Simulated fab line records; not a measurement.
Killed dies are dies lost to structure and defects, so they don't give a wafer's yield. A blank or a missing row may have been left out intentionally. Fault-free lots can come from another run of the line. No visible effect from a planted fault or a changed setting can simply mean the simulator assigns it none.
Matching of chambers :: flow n5 finfet :: ald metal-01 running N5_HKMG_FIN_ALD_36: 4 sister chambers
The step deposits TiN, target thk 1 nm, pulse time 1 s, purge time 3 s. 8 wafers are shown with their chamber, then 12 later ones without.

## WAFERS PAIRED WITH THEIR CHAMBERS
wafer: L083.3
chamber: 1
heater power w (W): 933
precursor pulse height rel: 1.008

wafer: L085.3
chamber: 3
heater power w (W): 920
precursor pulse height rel: 0.993

wafer: L085.5
chamber: 3
heater power w (W): 931
precursor pulse height rel: 0.996

wafer: L087.3
chamber: 0
heater power w (W): 825
precursor pulse height rel: 1.013

wafer: L087.4
chamber: 1
heater power w (W): 931
precursor pulse height rel: 1.037

wafer: L090.1
chamber: 0
heater power w (W): 839
precursor pulse height rel: 1.022

wafer: L090.2
chamber: 2
heater power w (W): 754
precursor pulse height rel: 1.021

wafer: L090.6
chamber: 2
heater power w (W): 736
precursor pulse height rel: 1.018

## WAFERS WHOSE CHAMBER IS MISSING
wafer: L091.1
heater power w (W): 900
precursor pulse height rel: 0.982

wafer: L091.4
heater power w (W): 744
precursor pulse height rel: 0.993

wafer: L091.5
heater power w (W): 830
precursor pulse height rel: 1.040

wafer: L092.1
heater power w (W): 898
precursor pulse height rel: 1.026

wafer: L092.2
heater power w (W): 820
precursor pulse height rel: 0.968

wafer: L092.3
heater power w (W): 734
precursor pulse height rel: 0.992

wafer: L092.4
heater power w (W): 923
precursor pulse height rel: 1.019

wafer: L092.5
heater power w (W): 757
precursor pulse height rel: 1.007

wafer: L092.6
heater power w (W): 894
precursor pulse height rel: 1.000

wafer: L097.2
heater power w (W): 929
precursor pulse height rel: 1.001

wafer: L097.3
heater power w (W): 813
precursor pulse height rel: 1.029

wafer: L097.6
heater power w (W): 766
precursor pulse height rel: 0.975

## THE CHAMBER EACH PASSED THROUGH
wafer: L091.1
from the rows above: 3
in truth: 3

wafer: L091.4
from the rows above: 2
in truth: 2

wafer: L091.5
from the rows above: 0
in truth: 0

wafer: L092.1
from the rows above: can't be placed: 1 or 3
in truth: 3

wafer: L092.2
from the rows above: 0
in truth: 0

wafer: L092.3
from the rows above: 2
in truth: 2

wafer: L092.4
from the rows above: can't be placed: 1 or 3
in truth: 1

wafer: L092.5
from the rows above: 2
in truth: 2

wafer: L092.6
from the rows above: can't be placed: 3 or 1
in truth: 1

wafer: L097.2
from the rows above: can't be placed: 3 or 1
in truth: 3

wafer: L097.3
from the rows above: 0
in truth: 0

wafer: L097.6
from the rows above: 2
in truth: 2
Correct placement for 8 of the 12. Unplaceable from these rows: 4, with the true chamber sitting among the candidates in 4. Placed wrongly: 0.
How it was worked out, from the rows above alone: a wafer's distance from a chamber is the root of the sum, over the readings, of the square of ((its reading less the chamber's mean) divided by the reading's scatter). If the next closest chamber is less than 2 further off than the closest, the wafer can't be placed; otherwise it belongs to the closest. A chamber's mean is the mean of its shown wafers. The scatter is the square root of a quotient: the sum, over the shown wafers, of each reading's squared deviation from its chamber's mean, divided by wafers minus chambers.
